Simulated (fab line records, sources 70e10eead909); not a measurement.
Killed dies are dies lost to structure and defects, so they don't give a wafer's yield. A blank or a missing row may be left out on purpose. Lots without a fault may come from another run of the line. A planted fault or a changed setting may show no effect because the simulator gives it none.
fab line records | flow nand_harc
record lots=11 wafers=33 last_day=33
route steps=1302 shown P_ZERO_WELL@67 P_STI@87 P_GATE@143 END@1302
lots that met no fault: from a run of the same line without faults
start_h: hours from the record's first day to the start of the lot's first wafer shown | wait_h: hours since the lot's step before | " the same as in the row above | L1.1+2: a row that stands for several wafers | - no value, or no start given | * or withheld: withheld | < > ~ a bound
route shown NAME@n: a module of which the file shows steps, and the number in the route of the first | usual: mean/standard deviation of fault-free wafers | same: alike in all rows | chamber/n: place in a boat | sites: the reading at each site | _std_site: their standard deviation | _edge_site: outer sites' mean less inner sites' | radius_mm: how far each site lies from the wafer's centre | mask NAME#n: copy n | behind: the tool/chamber that last shaped the wafer | hold: why the lot was held/for how many hours/how that ended | device: the transistor (n, p or np) that didn't switch | end of line: the same wafers' tests at the end of the route | a step without rows: its recipe alone | killed: dies lost to structure and defects at the first sort, not the wafer's yield | map: a wafer's dies, x killed, . not, _ none there
set.NAME: the setting as run; set.NAME@STEP: as run at that earlier step | model.NAME: the simulator's own value behind a step, which no gauge read
steps of the route over a sample of lots; a table a step, a row a wafer
services: from which hour (start_h, from the record's first day; less than 0 if before it) a tool's chamber was out of use, for how many hours, and why
## steps
# step NHARC_P_ZERO_WELL_RTA_42
# recipe temp_c=1100 time_s=300
# usual lamp_power_pct=35/3.5 wafer_temp_C_max=1104.3/0.96
# columns lot.wafer tool chamber start_h wait_h lamp_power_pct wafer_temp_C_max
L781.4 rtp_anneal-01 0 27.36 - 32 1105.0
L781.5 " 0 " " 32 1105.9
L781.6 " 0 " " 32 1104.8
L782.3 rtp_anneal-01 0 37.21 - 32 1104.6
L782.4 " 0 " " 32 1104.8
L782.6 " 0 " " 32 1104.3
L783.1 rtp_anneal-01 0 47.01 - 32 1103.5
L783.2 " 0 " " 32 1104.2
L783.6 " 0 " " 32 1103.7
L787.1 rtp_anneal-02 0 86.76 - 39 1103.6
L787.2 " 0 " " 39 1104.5
L787.3 " 0 " " 39 1103.5
L792.2 rtp_anneal-02 0 136.91 - 39 1102.7
L792.5 " 0 " " 39 1104.0
L792.6 " 0 " " 39 1103.6
L793.1 rtp_anneal-01 0 146.79 - 32 1105.3
L793.2 " 0 " " 32 1105.4
L793.4 " 0 " " 32 1104.5
L799.1 rtp_anneal-01 0 207.21 - 32 1104.7
L799.3 " 0 " " 32 1104.5
L799.5 " 0 " " 32 1103.8
L800.4 rtp_anneal-01 0 220.73 - 32 1105.6
L800.5 " 0 " " 32 1103.9
L800.6 " 0 " " 32 1104.6
L801.1 rtp_anneal-02 0 227.14 - 39 1104.2
L801.2 " 0 " " 39 1104.5
L801.3 " 0 " " 39 1103.8
L803.2 rtp_anneal-02 0 247.20 - 39 1104.4
L803.5 " 0 " " 39 1103.8
L803.6 " 0 " " 39 1104.5
L804.2 rtp_anneal-01 0 256.92 - 32 1104.8
L804.3 " 0 " " 32 1104.2
L804.5 " 0 " " 32 1104.0
# step NHARC_P_STI_DESCUM_14
# recipe time_s=3 o2_flow_sccm=200 ar_flow_sccm=0 bias_power_w=0 chemistry=O2
# usual drypump_motor_current_A=5.5/0.51 oes_product_au=0.994/0.0074 rf_vpp_V=57.7/0.99 showerhead_plenum_p_Torr=1.89/0.082 throttle_valve_pct=11.311/0.0092
# columns lot.wafer tool chamber start_h wait_h drypump_motor_current_A oes_product_au rf_hours_counter_h rf_vpp_V showerhead_plenum_p_Torr throttle_valve_pct
L781.4 rie_diel-08 0 44.74 - 5.0 1.006 - 58.1 1.83 11.298
L781.6 " 1 " " 5.0 0.994 - 58.7 2.07 11.319
L781.5 " 2 " " 4.8 0.971 - 58.1 1.95 11.327
L782.3 rie_diel-06 2 56.32 - 6.0 0.997 - 58.0 1.94 11.339
L782.4 " 3 " " 5.3 0.984 - 57.6 1.93 11.315
L782.6 " 3 " " 5.3 0.987 - 57.8 1.93 11.318
L783.2 rie_diel-13 2 66.47 - 6.2 0.988 5 57.0 1.81 11.319
L783.1 " 3 " " 5.1 0.999 5 56.9 1.90 11.309
L783.6 " 2 " " 6.2 0.980 - 58.3 1.81 11.315
L787.3 rie_diel-13 3 102.31 - 5.1 1.000 6 58.9 1.90 11.321
L787.1 " 0 " " 5.7 0.990 6 56.1 1.84 11.327
L787.2 " 1 " " 5.0 0.990 5 57.1 1.88 11.309
L792.2 rie_diel-06 2 152.69 - 6.0 0.993 1 58.0 1.93 11.310
L792.6 " 2 " " 6.0 0.987 - 58.4 1.93 11.300
L792.5 " 3 " " 5.3 0.990 - 58.2 1.93 11.315
L793.1 rie_diel-06 0 164.58 - 6.2 1.001 2 57.1 1.85 11.318
L793.2 " 1 " " 6.0 0.997 2 57.4 1.77 11.310
L793.4 " 2 " " 6.0 0.985 2 58.7 1.93 11.323
L799.3 rie_diel-08 1 223.48 - 5.0 1.000 1 58.6 2.07 11.306
L799.1 " 2 " " 4.8 0.993 1 58.8 1.95 11.308
L799.5 " 1 " " 5.1 0.999 - 58.3 2.07 11.312
L800.4 rie_diel-06 1 236.63 - 6.0 1.005 9 56.4 1.77 11.314
L800.6 " 1 " " 6.0 1.009 - 57.1 1.77 11.297
L800.5 " 2 " " 6.0 0.998 - 57.7 1.93 11.319
L801.3 rie_diel-06 1 242.64 - 6.0 0.995 9 57.0 1.77 11.308
L801.1 " 2 " " 6.0 0.984 9 58.4 1.93 11.316
L801.2 " 3 " " 5.3 0.992 9 57.5 1.92 11.306
L803.2 rie_diel-06 0 263.30 - 6.2 0.994 11 58.3 1.85 11.305
L803.5 " 1 " " 6.0 0.988 - 56.8 1.77 11.299
L803.6 " 3 " " 5.3 0.990 - 58.0 1.92 11.302
L804.2 rie_diel-08 3 272.63 - 5.2 1.000 4 56.9 1.80 11.304
L804.3 " 0 " " 5.0 1.009 4 56.7 1.82 11.309
L804.5 " 3 " " 5.2 1.014 - 55.4 1.80 11.313
# step NHARC_P_STI_ETCH_31
# recipe target_depth_a=1089 time_s=54.5 cf4_flow_sccm=100 chf3_flow_sccm=30 ar_flow_sccm=0 rf_w=500 bias_w=200 chemistry=CF4/CHF3
# usual bias_w=200.0/0.52 drypump_motor_current_A=5.5/0.51 oes_product_au=0.954/0.02 rf_vpp_V=369.8/2.3 showerhead_plenum_p_Torr=1.55/0.064 throttle_valve_pct=16.802/0.0093
# columns lot.wafer tool chamber start_h wait_h bias_w drypump_motor_current_A oes_product_au rf_hours_counter_h rf_vpp_V showerhead_plenum_p_Torr throttle_valve_pct
L781.5 rie_diel-08 0 - - 200.8 5.0 0.971 - 368.4 1.51 16.806
L781.4 " 1 " " 199.5 5.0 0.960 - 374.7 1.69 16.805
L781.6 " 2 " " 200.5 4.8 0.945 - 371.7 1.61 16.813
L782.3 rie_diel-06 3 56.56 0.1 200.1 5.3 0.952 - 370.5 1.59 16.793
L782.4 " 2 " " 200.5 6.0 0.953 - 371.8 1.59 16.800
L782.6 " 2 " " 200.8 6.0 0.951 - 371.8 1.59 16.801
L783.1 rie_diel-13 2 - - 199.7 6.2 0.948 5 367.8 1.50 16.806
L783.2 " 1 " " 200.8 5.0 0.961 4 368.2 1.55 16.813
L783.6 " 2 " " 199.5 6.2 0.950 - 368.5 1.50 16.806
L787.1 rie_diel-13 2 - - 200.1 6.2 0.927 6 368.3 1.49 16.806
L787.2 " 0 " " 200.5 5.7 0.926 6 367.0 1.51 16.788
L787.3 " 1 " " 200.8 5.0 0.936 5 371.6 1.55 16.810
L792.2 rie_diel-06 2 - - 199.2 6.0 0.956 1 370.5 1.59 16.823
L792.5 " 1 " " 200.1 6.0 0.972 - 365.8 1.46 16.808
L792.6 " 2 " " 199.5 6.0 0.945 - 370.8 1.59 16.804
L793.1 rie_diel-06 0 - - 199.9 6.3 0.937 2 369.0 1.53 16.811
L793.2 " 1 " " 200.5 6.0 0.934 2 367.6 1.47 16.807
L793.4 " 2 " " 201.1 6.0 0.929 2 370.8 1.59 16.802
L799.1 rie_diel-08 0 - - 200.8 4.9 0.978 1 369.2 1.50 16.791
L799.3 " 1 " " 201.1 5.0 0.957 1 374.6 1.69 16.802
L799.5 " 2 " " 198.8 4.8 0.959 - 370.9 1.60 16.796
L800.4 rie_diel-06 3 - - 199.8 5.3 0.976 9 370.7 1.58 16.801
L800.6 " 1 " " 199.5 6.0 0.961 - 368.4 1.46 16.804
L800.5 " 2 " " 200.3 6.0 0.948 - 370.6 1.59 16.795
L801.3 rie_diel-06 1 - - 199.8 6.0 0.942 9 369.0 1.46 16.820
L801.1 " 2 " " 200.3 6.0 0.958 9 371.1 1.59 16.793
L801.2 " 3 " " 199.4 5.3 0.969 9 371.7 1.58 16.818
L803.2 rie_diel-06 1 - - 198.5 6.0 0.928 11 368.5 1.46 16.807
L803.6 " 1 " " 199.9 6.0 0.925 - 367.8 1.46 16.796
L803.5 " 3 " " 199.8 5.3 0.907 - 371.0 1.58 16.811
L804.3 rie_diel-08 3 - - 200.4 5.2 0.972 4 367.2 1.48 16.803
L804.2 " 1 " " 199.9 5.0 0.982 3 375.4 1.69 16.798
L804.5 " 0 " " 199.9 5.0 0.989 - 367.2 1.50 16.799
# step NHARC_P_STI_STRIP_24
# recipe temp_c=160 chemistry=H3PO4 material=Si3N4
# columns lot.wafer tool chamber start_h wait_h
L781.5+4+6 wet_bench-06 2,3,4 65.62 0.0
L782.3+6+4 wet_bench-09 0,4,5 74.44 0.0
L783.2+1+6 wet_bench-06 1,4,6 84.89 0.0
L787.1+2+3 wet_bench-09 0,1,3 121.44 0.0
L792.5+6+2 wet_bench-06 6,7,1 170.49 0.0
L793.4+1+2 wet_bench-06 7,2,3 184.17 0.0
L799.3+1+5 wet_bench-06 5,6,2 243.14 0.0
L800.4+6+5 wet_bench-06 6,7,1 254.67 0.0
L801.3+2+1 wet_bench-09 3,4,5 261.09 0.0
L803.6+5+2 wet_bench-04 6,7,0 283.42 0.0
L804.3+2+5 wet_bench-04 4,5,0 291.36 0.0
# step NHARC_P_STI_INSPECT_25
# usual raw_defect_count=252/100
# columns lot.wafer tool chamber start_h wait_h raw_defect_count
L781.4 defect_inspect-01 - 74.03 0.4 234
L781.5 " - " " 184
L781.6 " - " " 292
L782.3 defect_inspect-01 - 81.90 0.4 196
L782.4 " - " " 201
L782.6 " - " " 175
L783.1 defect_inspect-01 - 93.04 0.4 222
L783.2 " - " " 185
L783.6 " - " " 217
L787.1 defect_inspect-02 - 129.04 0.4 155
L787.2 " - " " 412
L787.3 " - " " 223
L792.2 defect_inspect-01 - 178.64 0.4 1208
L792.5 " - " " 982
L792.6 " - " " 1129
L793.1 defect_inspect-02 - 192.25 0.4 1110
L793.2 " - " " 1077
L793.4 " - " " 1161
L799.1 defect_inspect-02 - 250.60 0.4 86
L799.3 " - " " 124
L799.5 " - " " 146
L800.4 defect_inspect-02 - 262.78 0.4 267
L800.5 " - " " 370
L800.6 " - " " 330
L801.1 defect_inspect-02 - 269.19 0.4 361
L801.2 " - " " 449
L801.3 " - " " 306
L803.2 defect_inspect-01 - 292.44 0.4 281
L803.5 " - " " 253
L803.6 " - " " 423
L804.2 defect_inspect-02 - 300.00 0.4 349
L804.3 " - " " 100
L804.5 " - " " 240
# step NHARC_P_GATE_INSPECT_28
# usual raw_defect_count=5.7/2.8
# columns lot.wafer tool chamber start_h wait_h raw_defect_count
L781.4 defect_inspect-02 - 97.47 0.0 4
L781.5 " - " " 4
L781.6 " - " " 2
L782.3 defect_inspect-01 - 104.74 0.0 4
L782.4 " - " " 1
L782.6 " - " " 4
L783.1 defect_inspect-01 - 121.59 0.0 3
L783.2 " - " " 9
L783.6 " - " " 11
L787.1 defect_inspect-02 - 152.77 0.0 6
L787.2 " - " " 6
L787.3 " - " " 5
L792.2 defect_inspect-02 - 202.92 0.0 844
L792.5 " - " " 861
L792.6 " - " " 836
L793.1 defect_inspect-02 - 214.68 0.0 889
L793.2 " - " " 852
L793.4 " - " " 873
L799.1 defect_inspect-01 - 273.71 0.0 3
L799.3 " - " " 7
L799.5 " - " " 4
L800.4 defect_inspect-01 - 292.87 0.0 6
L800.5 " - " " 12
L800.6 " - " " 5
L801.1 defect_inspect-01 - 295.21 0.0 4
L801.2 " - " " 5
L801.3 " - " " 4
L803.2 defect_inspect-02 - 319.38 0.0 6
L803.5 " - " " 6
L803.6 " - " " 9
L804.2 defect_inspect-02 - 322.88 0.0 4
L804.3 " - " " 5
L804.5 " - " " 8
# step NHARC_END_SORT_01
# recipe temp_c=25
# usual killed_at_array=54/21 killed_at_other=1.0/1.2 killed_at_periphery=3.6/2.6 killed_dies=58/20 killed_open=3.3/1.9 killed_short=2.6/1.5
# same gross_dies=677
# columns lot.wafer tool chamber start_h wait_h killed_at_array killed_at_other killed_at_periphery killed_dies killed_open killed_short
L792.2 prober-02 0 660.68 2.8 94 0 101 195 4 2
L792.5 prober-02 0 663.05 3.7 43 0 86 129 2 2
L792.6 prober-02 0 663.84 4.0 70 0 100 170 1 2
L793.1 prober-02 0 687.41 2.5 19 0 44 63 3 0
L793.2 prober-02 0 688.22 2.8 17 1 95 113 2 3
L793.4 prober-02 0 689.84 3.4 19 0 102 121 6 3
L799.3 prober-02 0 742.13 3.1 58 2 3 63 2 4
L799.5 prober-02 0 743.73 3.7 69 0 1 70 6 4
# killed by level:class
L792.2 P_STI:unspecified=95 A_CHANNEL_HOLE_D1:chamber_film_flake=36 A_SLIT:chamber_film_flake=35 A_STAIRCASE:chamber_film_flake=11 A_CONTACT:chamber_film_flake=3 P_M2:chamber_film_flake=3 A_SGD_CUT:chamber_film_flake=3 P_CONTACT:geometric_particle:open=2
L792.5 P_STI:unspecified=82 A_SLIT:chamber_film_flake=20 A_CHANNEL_HOLE_D1:chamber_film_flake=14 A_ZERO_WELL:chamber_film_flake=4 A_CHANNEL_FILL_D2:geometric_particle:short=2 P_GATE:chamber_film_flake=2 A_STAIRCASE:chamber_film_flake=2 P_CONTACT:geometric_particle:open=1
L792.6 P_STI:unspecified=91 A_SLIT:chamber_film_flake=26 A_CHANNEL_HOLE_D1:chamber_film_flake=25 A_STAIRCASE:chamber_film_flake=9 P_M2:chamber_film_flake=6 A_CONTACT:chamber_film_flake=3 P_GATE:chamber_film_flake=2 P_GATE:geometric_particle:short=1
L793.1 P_STI:unspecified=41 A_STAIRCASE:chamber_film_flake=4 A_CHANNEL_HOLE_D1:chamber_film_flake=3 A_CHANNEL_FILL_D2:chamber_film_flake=3 A_WL_FILL:chamber_film_flake=3 P_STI:chamber_film_flake=2 P_M0:geometric_particle:open=1 A_WL_FILL:geometric_particle:open=1
L793.2 P_STI:unspecified=87 P_GATE:chamber_film_flake=6 P_STI:chamber_film_flake=2 A_CHANNEL_HOLE_D1:chamber_film_flake=2 A_CHANNEL_FILL_D2:chamber_film_flake=2 A_WL_FILL:chamber_film_flake=2 A_M1:chamber_film_flake=2 A_DECK1_JOINT:geometric_particle:short=1
L793.4 P_STI:unspecified=96 A_WL_FILL:chamber_film_flake=4 P_GATE:chamber_film_flake=3 A_CHANNEL_HOLE_D1:chamber_film_flake=3 A_SLIT:chamber_film_flake=3 P_CONTACT:geometric_particle:open=2 P_M1:geometric_particle:short=1 A_ONON_D1:geometric_particle:open=1
L799.3 A_SLIT:chamber_film_flake=29 A_CHANNEL_HOLE_D2:chamber_film_flake=16 A_CHANNEL_HOLE_D1:chamber_film_flake=6 A_STAIRCASE:chamber_film_flake=2 P_GATE:geometric_particle:short=1 P_CONTACT:geometric_particle:short=1 A_ONON_D1:geometric_particle:open=1 A_CHANNEL_FILL_D1:geometric_particle:open=1
L799.5 A_SLIT:chamber_film_flake=26 A_CHANNEL_HOLE_D2:chamber_film_flake=15 A_CHANNEL_HOLE_D1:chamber_film_flake=7 A_ZERO_WELL:chamber_film_flake=3 A_STAIRCASE:chamber_film_flake=3 A_CONTACT:chamber_film_flake=3 A_CHANNEL_FILL_D2:geometric_particle:open=2 A_WL_FILL:chamber_film_flake=2
## services
# columns tool chamber start_h hours kind
wet_bench-06 - 6.98 1.3 repair
rie_diel-08 1 11.82 10.2 repair
rtp_anneal-02 - 12.00 12.0 pm
rie_diel-08 - 13.80 9.0 pm
wet_bench-06 - 17.64 8.0 pm
rie_diel-08 - 29.23 0.9 repair
rie_diel-13 1 34.34 16.0 repair
rie_diel-08 3 39.73 5.2 repair
rie_diel-08 - 39.92 0.9 repair
rie_diel-06 1 52.85 7.1 repair
rie_diel-06 0 54.87 5.0 repair
rie_diel-13 - 65.43 0.3 repair
rie_diel-08 3 86.33 30.4 repair
rie_diel-06 1 90.05 9.1 repair
rie_diel-06 3 96.04 4.7 repair
wet_bench-06 - 114.33 5.5 repair
rie_diel-06 - 130.20 9.0 pm
rie_diel-13 - 165.00 9.0 pm
rie_diel-08 - 190.80 9.0 pm
wet_bench-06 - 193.64 8.0 pm
rie_diel-13 0 205.88 2.7 repair
rie_diel-13 3 212.98 2.3 repair
rie_diel-08 1 258.04 2.9 repair
rie_diel-06 2 262.08 8.7 repair
## key
first_sign step=NHARC_P_STI_INSPECT_25 reading=raw_defect_count direction=up sigmas=8.3 usual=252 struck=1111
effect step=NHARC_P_GATE_INSPECT_28 reading=raw_defect_count direction=up sigmas=99+ usual=5.7 struck=859.2
effect step=NHARC_END_SORT_01 reading=killed_at_periphery direction=up sigmas=33 usual=3.6 struck=88
more_kills_born_at NHARC_P_STI_STRIP_24@wet_bench-06=492
met_at NHARC_P_STI_STRIP_24
struck_lots L792,L793
tester_left_out L792,L793
not_acting_at NHARC_P_ZERO_WELL_RTA_42,NHARC_P_STI_DESCUM_14,NHARC_P_STI_ETCH_31
onset_between 84.89 170.49
fault kind=chamber_particle_source tool=wet_bench-06 chamber=- onset_h=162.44 steps=NHARC_P_STI_STRIP_24 rate_per_visit_cm2=1.3237 end_h=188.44
# tester_left_out: of these lots the tester's yield and bins aren't shown, on N5 and GAA mostly nor the transistor test; their killed dies are dies lost to structure and defects alone, not to doping, threshold or leakage, so they don't give the yield
